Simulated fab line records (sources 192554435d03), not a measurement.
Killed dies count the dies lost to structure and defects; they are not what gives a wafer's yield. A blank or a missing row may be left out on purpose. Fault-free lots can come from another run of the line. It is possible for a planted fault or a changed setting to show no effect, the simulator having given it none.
fab line records :: flow n5Finfet
[record]
  lots = 5
  wafers = 15
  lastDay = 18
route steps=1938 shown FIN_SAQP@114 BEOL_M4@1111 PASSIVATION@1936
lots that met no fault: taken from a fault-free run of the same line
startH: the number of hours between the record's first day and the start of the first shown wafer of the lot :: waitH: hours from the lot's prior step to this one :: " same as the row above :: L1.1+2: one row covering several wafers at once :: - either no value or no given start :: * or withheld: withheld :: < > ~ a bound
route shown NAME@n: names a module that has steps shown in the file, with the first one's number in the route :: usual: mean/standard deviation of fault-free wafers :: same: alike in all rows :: chamber/n: place in a boat :: sites: per-site readings :: _std_site: how widely they spread, as a standard deviation :: _edge_site: inner sites' mean taken away from outer sites' mean :: radiusMm: for every site, how far away it sits from the centre of the wafer :: mask NAME#n: copy n :: behind: tool/chamber where the wafer was last shaped :: hold: reason for holding the lot/hours on hold/outcome of the hold :: device: which transistor (n, p or np) failed to switch :: end of line: the tests these same wafers got at the end of their route :: a step with no rows: only its recipe :: killed: count of dies lost to structure and defects at first sort (not the wafer's yield) :: map: dies across one wafer; x = killed, . = not, _ = none there
set.NAME: the setting that was run; set.NAME@STEP: the one run at that earlier step :: model.NAME: the simulator's own value behind a step, which no gauge read
a table for each step, a row for each wafer; lots at some steps of the route
services: from which hour (startH, from the record's first day; less than 0 if before it) a tool's chamber was out of use, for how many hours, and why
[[steps]]
[step N5_FIN_SAQP_DESCUM_21]
[recipe]
  chemistry = O2
  timeS = 7.9
  sourcePowerW = 50
  biasPowerW = 20
  pressureMtorr = 20
  rfFrequencyHz = 2.712e+07
  tempC = 40
  resist = CAR-ArF
  o2FlowSccm = 225
[step N5_FIN_SAQP_ETCH_51]
[recipe]
  chemistry = CF4
  target = SiARC
  targetDepthA = 455
  maskMaterial = CAR-ArF
  timeS = 75.8
  ionEnergyEv = 80
  pressureMtorr = 40
  sourceW = 545
  biasW = 36
  Ar_flow_sccm = 100
  cf4FlowSccm = 100
  ends = cleared
[step N5_FIN_SAQP_ETCH_52]
[recipe]
  chemistry = N2/H2
  target = SOC
  targetDepthA = 1000
  overetchA = 200
  maskMaterial = SiARC
  tempC = 40
  timeS = 150
  ionEnergyEv = 200
  pressureMtorr = 30
  sourceW = 840
  biasW = 150
  n2FlowSccm = 200
  h2FlowSccm = 200
  ends = endPoint
[step N5_FIN_SAQP_STRIP_53]
[recipe]
  chemistry = N2/H2
  tempC = 40
  n2FlowSccm = 200
  h2FlowSccm = 200
  rfFrequencyHz = 6e+07
[step N5_FIN_SAQP_HM_OPEN_73]
[recipe]
  chemistry = CHF3/O2
  target = SiO2
  stopOn = a-Si
  targetDepthA = 120
  overEtchFrac = 1.8
  maskMaterial = SOC
  timeS = 16.8
  pressureMtorr = 30
  sourceW = 650
  biasW = 170
  Ar_flow_sccm = 200
  CHF3_flow_sccm = 50
  O2_flow_sccm = 5
  ionEnergyEv = 200
  ends = endPoint
[step N5_FIN_SAQP_STRIP_74]
[recipe]
  chemistry = CHF3/O2
  resist = SiARC
  rfFrequencyHz = 6e+07
[step N5_FIN_SAQP_MANDREL_ETCH_22]
[recipe]
  targetDepthA = 600
  chemistry = HBr/Cl2
  target = a-Si
  stopOn = SiNx
  btTimeS = 10
  overEtchFrac = 0.5
  timeS = 30
  pressureMtorr = 10
  icpW = 800
  biasW = 75
  HBr_flow_sccm = 150
  Cl2_flow_sccm = 80
  ends = endPoint
[step N5_FIN_SAQP_STRIP_55]
[recipe]
  chemistry = N2/H2
  powerW = 500
  tempC = 40
  pressureMtorr = 50
  rfFrequencyHz = 6e+07
  overashFraction = 0.3
  biasPowerW = 28
  h2Frac = 0.5
  n2FlowSccm = 300
  h2FlowSccm = 300
[step N5_FIN_SAQP_STRIP_23]
[recipe]
  chemistry = SPM
  timeS = 750
  tempC = 130
  h2so4H2o2VolRatio = 4
[step N5_FIN_SAQP_SRD_66]
[recipe]
  dry = ipaMarangoni
  timeS = 30
  tempC = 23
  rinseLiquid = diw
[step N5_FIN_SAQP_RECESS_75]
[recipe]
  chemistry = HF/NH3
  target = SiO2
  targetDepthA = 144
  afsCycles = 3
  tempC = 30
  sublimationTempC = 180
  sublimationTimeS = 60
[usual]
  drypumpMotorCurrentA = 5.96/0.14
lot.wafer: L877.1
tool: vaporEtch-01
chamber: 1
startH: 34.63
waitH: 0.0
drypumpMotorCurrentA: 6.05

lot.wafer: L877.3
tool: vaporEtch-01
chamber: 1
startH: 34.63
waitH: 0.0
drypumpMotorCurrentA: 6.05

lot.wafer: L877.4
tool: vaporEtch-01
chamber: 0
startH: 34.63
waitH: 0.0
drypumpMotorCurrentA: 5.80

lot.wafer: L887.2
tool: vaporEtch-01
chamber: 1
startH: 95.08
waitH: 0.0
drypumpMotorCurrentA: 6.05

lot.wafer: L887.5
tool: vaporEtch-01
chamber: 1
startH: 95.08
waitH: 0.0
drypumpMotorCurrentA: 6.02

lot.wafer: L887.6
tool: vaporEtch-01
chamber: 0
startH: 95.08
waitH: 0.0
drypumpMotorCurrentA: 5.78

lot.wafer: L888.1
tool: vaporEtch-01
chamber: 1
startH: 101.28
waitH: 0.0
drypumpMotorCurrentA: 6.03

lot.wafer: L888.2
tool: vaporEtch-01
chamber: 0
startH: 101.28
waitH: 0.0
drypumpMotorCurrentA: 5.79

lot.wafer: L888.6
tool: vaporEtch-01
chamber: 0
startH: 101.28
waitH: 0.0
drypumpMotorCurrentA: 5.79

lot.wafer: L889.2
tool: vaporEtch-01
chamber: 1
startH: 106.47
waitH: 0.0
drypumpMotorCurrentA: 6.06

lot.wafer: L889.5
tool: vaporEtch-01
chamber: 1
startH: 106.47
waitH: 0.0
drypumpMotorCurrentA: 6.01

lot.wafer: L889.6
tool: vaporEtch-01
chamber: 0
startH: 106.47
waitH: 0.0
drypumpMotorCurrentA: 5.78

lot.wafer: L895.1
tool: vaporEtch-02
chamber: 0
startH: 143.51
waitH: 0.0
drypumpMotorCurrentA: 6.14

lot.wafer: L895.2
tool: vaporEtch-02
chamber: 1
startH: 143.51
waitH: 0.0
drypumpMotorCurrentA: 5.86

lot.wafer: L895.4
tool: vaporEtch-02
chamber: 1
startH: 143.51
waitH: 0.0
drypumpMotorCurrentA: 5.86
[step N5_FIN_SAQP_SPACER1_ALD_24]
[recipe]
  material = SiO2
  targetThkA = 203
  tempC = 300
  aldPrecursorFamily = BDEAS
  aldCoReactant = O2-plasma
  pulseTimeS = 1
  purgeTimeS = 2
  coReactantPurgeTimeS = 2
  aldCycles = 218
  pressureTorr = 2
[step N5_FIN_SAQP_SPACER1_ETCHBACK_25]
[recipe]
  chemistry = CHF3/O2
  mode = anisotropicEtchback
  target = SiO2
  targetDepthA = 244
  timeS = 12.2
  pressureMtorr = 30
  sourceW = 650
  biasW = 170
  Ar_flow_sccm = 200
  CHF3_flow_sccm = 50
  O2_flow_sccm = 5
  ionEnergyEv = 200
[step N5_FIN_SAQP_MANDREL1_REMOVE_56]
[recipe]
  chemistry = HBr/Cl2/O2
  btTimeS = 10
  target = a-Si
  stopOn = SiNx
  endpoint = OES-SiCl
  overEtchFrac = 1
  icpW = 600
  biasW = 22
  HBr_flow_sccm = 150
  Cl2_flow_sccm = 80
  O2_flow_sccm = 5
  pressureMtorr = 10
[step N5_FIN_SAQP_ETCH_57]
[recipe]
  chemistry = CH3F/O2
  target = SiNx
  maskMaterial = SiO2
  targetDepthA = 325
  timeS = 46.4
  pressureMtorr = 30
  sourceW = 395
  biasW = 73
  Ar_flow_sccm = 150
  CH3F_flow_sccm = 30
  O2_flow_sccm = 20
  ionEnergyEv = 120
  ends = cleared
[step N5_FIN_SAQP_ETCH_65]
[recipe]
  chemistry = CF4
  target = SiO2
  targetDepthA = 40
  ionEnergyEv = 350
  timeS = 4.4
  pressureMtorr = 10
  icpW = 800
  biasW = 400
  cf4FlowSccm = 80
[step N5_FIN_SAQP_MANDREL_ETCH_58]
[recipe]
  chemistry = HBr/Cl2
  target = a-Si
  targetDepthA = 450
  btTimeS = 10
  stopOn = SiNx
  maskMaterial = SiO2
  overEtchFrac = 0.8
  timeS = 27
  pressureMtorr = 10
  icpW = 800
  biasW = 75
  HBr_flow_sccm = 150
  Cl2_flow_sccm = 80
  ends = endPoint
[step N5_FIN_SAQP_RECESS_63]
[recipe]
  chemistry = HF/NH3
  target = SiO2
  targetDepthA = 180
  afsCycles = 3
  tempC = 30
  sublimationTempC = 180
  sublimationTimeS = 60
[step N5_FIN_SAQP_COAT_68]
[recipe]
  resist = SOC
  tempC = 250
  timeS = 60
  spinRpm = 1500
  resistThkNm = 100
[step N5_FIN_SAQP_ETCH_69]
[recipe]
  chemistry = N2/H2
  target = SOC
  targetDepthA = 1500
  stopOn = SiNx
  ionEnergyEv = 100
  biasW = 61
  pressureMtorr = 30
  sourceW = 850
  n2FlowSccm = 200
  h2FlowSccm = 200
[step N5_FIN_SAQP_ETCH_67]
[recipe]
  chemistry = CH3F/O2
  target = SiNx
  targetDepthA = 300
  maskMaterial = SOC
  pressureMtorr = 30
  sourceW = 395
  biasW = 73
  Ar_flow_sccm = 150
  CH3F_flow_sccm = 30
  O2_flow_sccm = 20
  ionEnergyEv = 120
[step N5_FIN_SAQP_STRIP_70]
[recipe]
  chemistry = N2/H2
  powerW = 500
  tempC = 40
  pressureMtorr = 50
  rfFrequencyHz = 6e+07
  overashFraction = 0.3
  biasPowerW = 28
  h2Frac = 0.5
  n2FlowSccm = 300
  h2FlowSccm = 300
[step N5_FIN_SAQP_RECESS_71]
[recipe]
  chemistry = HF/NH3
  target = SiO2
  targetDepthA = 30
  afsCycles = 1
  tempC = 30
  sublimationTempC = 180
  sublimationTimeS = 60
[step N5_FIN_SAQP_SPACER2_ALD_28]
[recipe]
  material = SiO2
  targetThkA = 81
  tempC = 300
  aldPrecursorFamily = BDEAS
  aldCoReactant = O2-plasma
  pulseTimeS = 1
  purgeTimeS = 2
  coReactantPurgeTimeS = 2
  pressureTorr = 2
[step N5_FIN_SAQP_SPACER2_ETCHBACK_29]
[recipe]
  chemistry = CHF3/O2
  mode = anisotropicEtchback
  target = SiO2
  targetDepthA = 122
  timeS = 6.1
  pressureMtorr = 30
  sourceW = 650
  biasW = 170
  Ar_flow_sccm = 200
  CHF3_flow_sccm = 50
  O2_flow_sccm = 5
  ionEnergyEv = 200
[step N5_FIN_SAQP_MANDREL2_REMOVE_60]
[recipe]
  chemistry = HBr/Cl2/O2
  btTimeS = 10
  target = a-Si
  stopOn = SiNx
  endpoint = OES-SiCl
  overEtchFrac = 1
  icpW = 600
  biasW = 22
  HBr_flow_sccm = 150
  Cl2_flow_sccm = 80
  O2_flow_sccm = 5
  pressureMtorr = 10
[step N5_FIN_SAQP_HM_OPEN_33]
[recipe]
  chemistry = CH3F/O2
  target = SiNx
  maskMaterial = SiO2
  targetDepthA = 494
  timeS = 70.6
  pressureMtorr = 30
  sourceW = 395
  biasW = 73
  Ar_flow_sccm = 150
  CH3F_flow_sccm = 30
  O2_flow_sccm = 20
  ionEnergyEv = 120
  ends = cleared
[step N5_FIN_SAQP_ETCH_34]
[recipe]
  chemistry = C4F6/O2
  target = SiO2
  targetDepthA = 450
  timeS = 15
  ionEnergyEv = 250
  pressureMtorr = 30
  sourceW = 345
  biasW = 185
  Ar_flow_sccm = 300
  C4F6_flow_sccm = 10
  O2_flow_sccm = 10
  ends = cleared
[step N5_FIN_SAQP_STRIP_77]
[recipe]
  chemistry = N2/H2
  timeS = 90
  powerW = 100
  tempC = 40
  pressureMtorr = 100
  rfFrequencyHz = 6e+07
  biasPowerW = 3
  n2FlowSccm = 300
  h2FlowSccm = 300
[step N5_FIN_SAQP_ETCH_64]
[recipe]
  chemistry = CF4
  target = SiO2
  targetDepthA = 15
  ionEnergyEv = 350
  pressureMtorr = 10
  icpW = 800
  biasW = 400
  cf4FlowSccm = 80
[step N5_FIN_SAQP_FIN_ETCH_36]
[recipe]
  chemistry = HBr/Cl2/O2
  targetDepthA = 1200
  maskMaterial = SiNx
  timeS = 50.4
  biasW = 102
  pressureMtorr = 10
  icpW = 800
  HBr_flow_sccm = 150
  Cl2_flow_sccm = 80
  O2_flow_sccm = 12
[step N5_FIN_SAQP_PRECLEAN_38]
[recipe]
  chemistry = O3/DIW
  timeS = 45
  tempC = 22
  o3Ppm = 10
[step N5_FIN_SAQP_PRECLEAN_45]
[recipe]
  chemistry = dHF
  timeS = 10
  dilution = 500:1
  tempC = 25
[step N5_FIN_SAQP_SRD_39]
[recipe]
  dry = ipaMarangoni
  timeS = 30
  tempC = 23
  rinseLiquid = diw
[step N5_BEOL_M4_RC_MEAS_101]
[usual]
  DIBL_N = 36.2/1.6
  DIBL_P = 36.5/1.9
  IOFF_N = 0.158/0.027
  IOFF_P = 0.21/0.038
  ION_N = 675/12
  ION_P = 464/8.9
  SS_N = 71.5/0.61
  SS_P = 73.4/0.59
  VT_N = 250.4/3
  VT_P = -250/3.6
lot.wafer: L877.1
tool: prober-01
chamber: 0
startH: 170.19
waitH: 0.0
DIBL_N[mV/V]: 34.6
DIBL_P[mV/V]: 34.5
IOFF_N[nA/um]: 0.125
IOFF_P[nA/um]: 0.17
ION_N[uA/um]: 661
ION_P[uA/um]: 456
SS_N[mV/dec]: 70.9
SS_P[mV/dec]: 73.1
VT_N[mV]: 255.4
VT_P[mV]: -257

lot.wafer: L877.3
tool: prober-01
chamber: 0
startH: 170.19
waitH: 0.0
DIBL_N[mV/V]: 33.8
DIBL_P[mV/V]: 33.2
IOFF_N[nA/um]: 0.115
IOFF_P[nA/um]: 0.16
ION_N[uA/um]: 659
ION_P[uA/um]: 455
SS_N[mV/dec]: 71.0
SS_P[mV/dec]: 73.3
VT_N[mV]: 254.6
VT_P[mV]: -254

lot.wafer: L877.4
tool: prober-01
chamber: 0
startH: 170.19
waitH: 0.0
DIBL_N[mV/V]: 35.7
DIBL_P[mV/V]: 35.9
IOFF_N[nA/um]: 0.150
IOFF_P[nA/um]: 0.20
ION_N[uA/um]: 672
ION_P[uA/um]: 460
SS_N[mV/dec]: 71.4
SS_P[mV/dec]: 73.8
VT_N[mV]: 250.0
VT_P[mV]: -252

lot.wafer: L888.1
tool: prober-02
chamber: 0
startH: 249.60
waitH: 0.0
DIBL_N[mV/V]: 35.8
DIBL_P[mV/V]: 35.2
IOFF_N[nA/um]: 0.139
IOFF_P[nA/um]: 0.23
ION_N[uA/um]: 681
ION_P[uA/um]: 473
SS_N[mV/dec]: 71.5
SS_P[mV/dec]: 73.0
VT_N[mV]: 250.2
VT_P[mV]: -249

lot.wafer: L888.2
tool: prober-02
chamber: 0
startH: 249.60
waitH: 0.0
DIBL_N[mV/V]: 36.9
DIBL_P[mV/V]: 36.3
IOFF_N[nA/um]: 0.152
IOFF_P[nA/um]: 0.25
ION_N[uA/um]: 682
ION_P[uA/um]: 475
SS_N[mV/dec]: 71.9
SS_P[mV/dec]: 73.3
VT_N[mV]: 250.9
VT_P[mV]: -247

lot.wafer: L888.6
tool: prober-02
chamber: 0
startH: 249.60
waitH: 0.0
DIBL_N[mV/V]: 36.2
DIBL_P[mV/V]: 36.2
IOFF_N[nA/um]: 0.141
IOFF_P[nA/um]: 0.25
ION_N[uA/um]: 677
ION_P[uA/um]: 480
SS_N[mV/dec]: 71.4
SS_P[mV/dec]: 73.2
VT_N[mV]: 252.4
VT_P[mV]: -246

lot.wafer: L887.2
tool: prober-02
chamber: 0
startH: 251.92
waitH: 0.2
DIBL_N[mV/V]: 37.5
DIBL_P[mV/V]: 36.8
IOFF_N[nA/um]: 0.179
IOFF_P[nA/um]: 0.19
ION_N[uA/um]: 681
ION_P[uA/um]: 457
SS_N[mV/dec]: 71.9
SS_P[mV/dec]: 73.6
VT_N[mV]: 247.8
VT_P[mV]: -254

lot.wafer: L887.5
tool: prober-02
chamber: 0
startH: 251.92
waitH: 0.2
DIBL_N[mV/V]: 36.1
DIBL_P[mV/V]: 36.3
IOFF_N[nA/um]: 0.158
IOFF_P[nA/um]: 0.19
ION_N[uA/um]: 672
ION_P[uA/um]: 458
SS_N[mV/dec]: 71.3
SS_P[mV/dec]: 73.7
VT_N[mV]: 247.3
VT_P[mV]: -254

lot.wafer: L887.6
tool: prober-02
chamber: 0
startH: 251.92
waitH: 0.2
DIBL_N[mV/V]: 38.3
DIBL_P[mV/V]: 38.2
IOFF_N[nA/um]: 0.206
IOFF_P[nA/um]: 0.22
ION_N[uA/um]: 679
ION_P[uA/um]: 458
SS_N[mV/dec]: 71.7
SS_P[mV/dec]: 73.7
VT_N[mV]: 246.7
VT_P[mV]: -253

lot.wafer: L889.2
tool: prober-01
chamber: 0
startH: 255.40
waitH: 0.2
DIBL_N[mV/V]: 38.5
DIBL_P[mV/V]: 39.4
IOFF_N[nA/um]: 0.208
IOFF_P[nA/um]: 0.28
ION_N[uA/um]: 680
ION_P[uA/um]: 473
SS_N[mV/dec]: 72.2
SS_P[mV/dec]: 74.3
VT_N[mV]: 245.6
VT_P[mV]: -246

lot.wafer: L889.5
tool: prober-01
chamber: 0
startH: 255.40
waitH: 0.2
DIBL_N[mV/V]: 38.5
DIBL_P[mV/V]: 40.3
IOFF_N[nA/um]: 0.212
IOFF_P[nA/um]: 0.31
ION_N[uA/um]: 684
ION_P[uA/um]: 476
SS_N[mV/dec]: 72.4
SS_P[mV/dec]: 73.7
VT_N[mV]: 245.3
VT_P[mV]: -244

lot.wafer: L889.6
tool: prober-01
chamber: 0
startH: 255.40
waitH: 0.2
DIBL_N[mV/V]: 38.3
DIBL_P[mV/V]: 40.2
IOFF_N[nA/um]: 0.207
IOFF_P[nA/um]: 0.32
ION_N[uA/um]: 690
ION_P[uA/um]: 483
SS_N[mV/dec]: 71.5
SS_P[mV/dec]: 74.5
VT_N[mV]: 246.2
VT_P[mV]: -244

lot.wafer: L895.1
tool: prober-02
chamber: 0
startH: 307.55
waitH: 0.0
DIBL_N[mV/V]: 37.6
DIBL_P[mV/V]: 35.6
IOFF_N[nA/um]: 0.169
IOFF_P[nA/um]: 0.23
ION_N[uA/um]: 663
ION_P[uA/um]: 456
SS_N[mV/dec]: 72.5
SS_P[mV/dec]: 73.1
VT_N[mV]: 251.5
VT_P[mV]: -248

lot.wafer: L895.2
tool: prober-02
chamber: 0
startH: 307.55
waitH: 0.0
DIBL_N[mV/V]: 36.5
DIBL_P[mV/V]: 35.5
IOFF_N[nA/um]: 0.159
IOFF_P[nA/um]: 0.23
ION_N[uA/um]: 674
ION_P[uA/um]: 470
SS_N[mV/dec]: 72.1
SS_P[mV/dec]: 73.5
VT_N[mV]: 249.0
VT_P[mV]: -246

lot.wafer: L895.4
tool: prober-02
chamber: 0
startH: 307.55
waitH: 0.0
DIBL_N[mV/V]: 37.8
DIBL_P[mV/V]: 36.5
IOFF_N[nA/um]: 0.174
IOFF_P[nA/um]: 0.24
ION_N[uA/um]: 675
ION_P[uA/um]: 461
SS_N[mV/dec]: 72.2
SS_P[mV/dec]: 73.8
VT_N[mV]: 248.9
VT_P[mV]: -249
[step N5_PASSIVATION_PROBE_49]
[usual]
  defectLimitedYield = 91.3/1.7
  killed_at_M0_to_M3 = 33/11
  killed_at_M4_up = 14/5.5
  killedAtContacts = 13/6.5
  killedAtFrontEnd = 39/13
  killedAtOther = 3.4/2.9
  killedDies = 103/20
  killedOnRim = 14/4.3
  killedOpen = 69/15
  killedShort = 32/8.1
  sort_bin_5_function = 5.1/1.1
  sort_bin_6_memory = 3.3/0.74
  sortNPass = 1077/20
  sortYieldPct = 91.3/1.7
[same]
  grossDies = 1180
  killedAtBackSide = 0
  sort_bin_4_leakage[%] = 0
  sort_bin_8_speed[%] = 0
lot.wafer: L888.1
tool: prober-01
chamber: -
startH: 355.37
waitH: 0.0
defectLimitedYield[%]: 85.3
killed_at_M0_to_M3: 32
killed_at_M4_up: 11
killedAtContacts: 12
killedAtFrontEnd: 116
killedAtOther: 2
killedDies: 173
killedOnRim: 35
killedOpen: 58
killedShort: 37
sort_bin_5_function[%]: 4.8
sort_bin_6_memory[%]: 2.8
sortNPass: 1007
sortYieldPct[%]: 85.3

lot.wafer: L888.2
tool: prober-01
chamber: -
startH: 355.42
waitH: 0.1
defectLimitedYield[%]: 92.1
killed_at_M0_to_M3: 33
killed_at_M4_up: 3
killedAtContacts: 15
killedAtFrontEnd: 40
killedAtOther: 2
killedDies: 93
killedOnRim: 13
killedOpen: 64
killedShort: 28
sort_bin_5_function[%]: 4.5
sort_bin_6_memory[%]: 3.1
sortNPass: 1087
sortYieldPct[%]: 92.1

lot.wafer: L888.6
tool: prober-01
chamber: -
startH: 355.62
waitH: 0.3
defectLimitedYield[%]: 86.9
killed_at_M0_to_M3: 23
killed_at_M4_up: 11
killedAtContacts: 16
killedAtFrontEnd: 103
killedAtOther: 1
killedDies: 154
killedOnRim: 38
killedOpen: 54
killedShort: 29
sort_bin_5_function[%]: 3.5
sort_bin_6_memory[%]: 3.2
sortNPass: 1026
sortYieldPct[%]: 86.9

lot.wafer: L889.6
tool: prober-01
chamber: -
startH: 362.53
waitH: 0.3
defectLimitedYield[%]: 88.6
killed_at_M0_to_M3: 21
killed_at_M4_up: 13
killedAtContacts: 7
killedAtFrontEnd: 92
killedAtOther: 2
killedDies: 135
killedOnRim: 30
killedOpen: 67
killedShort: 18
sort_bin_5_function[%]: 4.9
sort_bin_6_memory[%]: 2.4
sortNPass: 1045
sortYieldPct[%]: 88.6

lot.wafer: L887.6
tool: prober-02
chamber: -
startH: 362.99
waitH: 0.3
defectLimitedYield[%]: 85.5
killed_at_M0_to_M3: 50
killed_at_M4_up: 5
killedAtContacts: 31
killedAtFrontEnd: 83
killedAtOther: 2
killedDies: 171
killedOnRim: 49
killedOpen: 65
killedShort: 41
sort_bin_5_function[%]: 4.7
sort_bin_6_memory[%]: 3.8
sortNPass: 1009
sortYieldPct[%]: 85.5
// killed by level:class
L888.1 FIN_SAQP:areaRecess=78 BEOL_M2:geometricParticle:open=10 MOL_CONTACT_COAG:geometricParticle:open=9 GATE_CUT:geometricParticle:short=7 BEOL_M0_SAQP:geometricParticle:open=7 BEOL_M1:geometricParticle:open=6 FIN_SAQP:geometricParticle:open=5 BEOL_M0_SAQP:geometricParticle:short=5
L888.2 MOL_CONTACT_COAG:geometricParticle:open=12 BEOL_M0_SAQP:geometricParticle:short=11 BEOL_M2:geometricParticle:open=11 BEOL_M0_SAQP:geometricParticle:open=9 DUMMY_GATE:geometricParticle:open=6 GATE_CUT:geometricParticle:open=5 FIN_SAQP:geometricParticle:open=4 STI_FIN_REVEAL:geometricParticle:open=4
L888.6 FIN_SAQP:areaRecess=71 MOL_CONTACT_COAG:geometricParticle:open=10 BEOL_M2:geometricParticle:open=10 STI_FIN_REVEAL:geometricParticle:open=8 MOL_CONTACT_COAG:geometricParticle:short=6 FIN_SAQP:geometricParticle:short=5 FIN_SAQP:geometricParticle:open=4 BEOL_M1:geometricParticle:open=4
L889.6 FIN_SAQP:areaRecess=49 STI_FIN_REVEAL:geometricParticle:open=11 FIN_SAQP:geometricParticle:open=10 BEOL_M1:geometricParticle:open=9 FIN_SAQP:geometricParticle:short=7 MOL_CONTACT_COAG:geometricParticle:open=6 BEOL_M9:geometricParticle:open=4 STARTING-WAFER:geometricParticle:open=4
L887.6 FIN_SAQP:areaRecess=64 MOL_CONTACT_COAG:geometricParticle:open=20 MOL_CONTACT_COAG:geometricParticle:short=11 BEOL_M2:geometricParticle:open=11 BEOL_M0_SAQP:geometricParticle:short=9 BEOL_M1:geometricParticle:open=9 BEOL_M0_SAQP:geometricParticle:open=8 BEOL_M1:geometricParticle:short=6
// map L887.6 (x killed, . not)
_________________..x...xx...x________________
______________.....xx.x.......x._____________
___________x.x....xxx......x.......__________
__________.x..xxx.x......x.x......x._________
________........x............x........_______
_______.x..x...x....x.........x.x...x..______
______xx...xx.............x............._____
_____...........xx.........x.........xx.x____
____xxx........................xx....xx.xx___
___x.....x..............x......x.x....x.x.x__
___...x......................x.......x....x__
__...x..x.......x.........x...x........x.x.._
__..x....xx.......x..........x......x...x.x._
_.x........................................x.
_xxx......................................xx.
_x.....x.............x.....x...............xx
_....x........x...........x.................x
_.x...x..x................x.............x....
_......................................x....x
_.x....................xx..x..........x.x.x..
_.xx.......x...x...........................xx
__x...x.............x.............x........._
__..................................x.x..x.._
___xxx.....................................__
___x.......x..xx...............x.........x.__
____x.......x.............................___
_____x.x.........................x..xxx.x____
______.........x....x..................x_____
_______xx.........x...........x.x......______
________..xxxx........x....x.........x_______
__________.x.....................xx._________
___________..x...xx.x.x......x...x.__________
______________....xx.x........x._____________
_________________......x...x.________________
// map L888.1 (x killed, . not)
_________________...........x________________
______________..x..............x_____________
___________..x.....x...x......x..x.__________
__________........xxx..x............_________
________.....................xx......x_______
_______.....x........x.............x..x______
______...x.x.................x......x..._____
_____...........................x..x.....____
____.....xxx........x....x...x...xx...x...___
___.x.x..x..x.....x......................x.__
___......x....................x........x.x.__
__......................x......x.x..x..xx.xx_
__.................................x..xxx..x_
_.............x..x....................x...x..
_...................................x......xx
_..................x.............xx.......x..
_..x.....x.........x.........x..........x.xxx
_.................................x.x.x...x..
_.......x........x.......................x..x
_...x..........xx...............x.....x...xx.
_..x...............x.........x.x.....x..xx...
__.....x..............................xx.xxx_
__..x.x..x.x.........................x....xx_
___..x....................x....x.x.....x.x.__
___.......x.............x............xxx.x.__
____.......x.......x...x.........x.xxx....___
_____....x.x.....x..............x....x...____
______.x.......................x..x....x_____
_______.....x...............x..x...xxx.______
________...x...x.x.x..........x..x.xxx_______
__________x....x.............x.x..x._________
___________.xx.........x....xx....x__________
______________......x..x.x..x..._____________
_________________...x..xx..x.________________
[[services]]
tool: vaporEtch-02
chamber: -
startH: 119.52
hours: 0.8
kind: repair

tool: vaporEtch-02
chamber: 1
startH: 133.47
hours: 2.6
kind: repair

tool: vaporEtch-01
chamber: -
startH: 134.84
hours: 0.3
kind: repair
[[key]]
[firstSign]
  step = N5_PASSIVATION_PROBE_49
  reading = killedAtFrontEnd
  direction = up
  sigmas = 4.5
  usual = 39
  struck = 98
[effect]
  step = N5_PASSIVATION_PROBE_49
  reading = defectLimitedYield
  direction = down
  sigmas = 2.7
  usual = 91.3
  struck = 86.6
[moreKillsBornAt]
  N5_FIN_SAQP_RECESS_75@vaporEtch-01 = 262
metAt N5_FIN_SAQP_RECESS_75
struckWafers L887.6,L888.1,L888.6,L889.6
onsetBetween 34.63 95.08
[fault]
  kind = processParameterDrift
  tool = vaporEtch-01
  chamber = -
  onsetH = 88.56
  steps = N5_FIN_SAQP_RECESS_75
  channel = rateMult
  offset = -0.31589
  shape = step
  endH = 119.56
  scope = struckWafersOnly
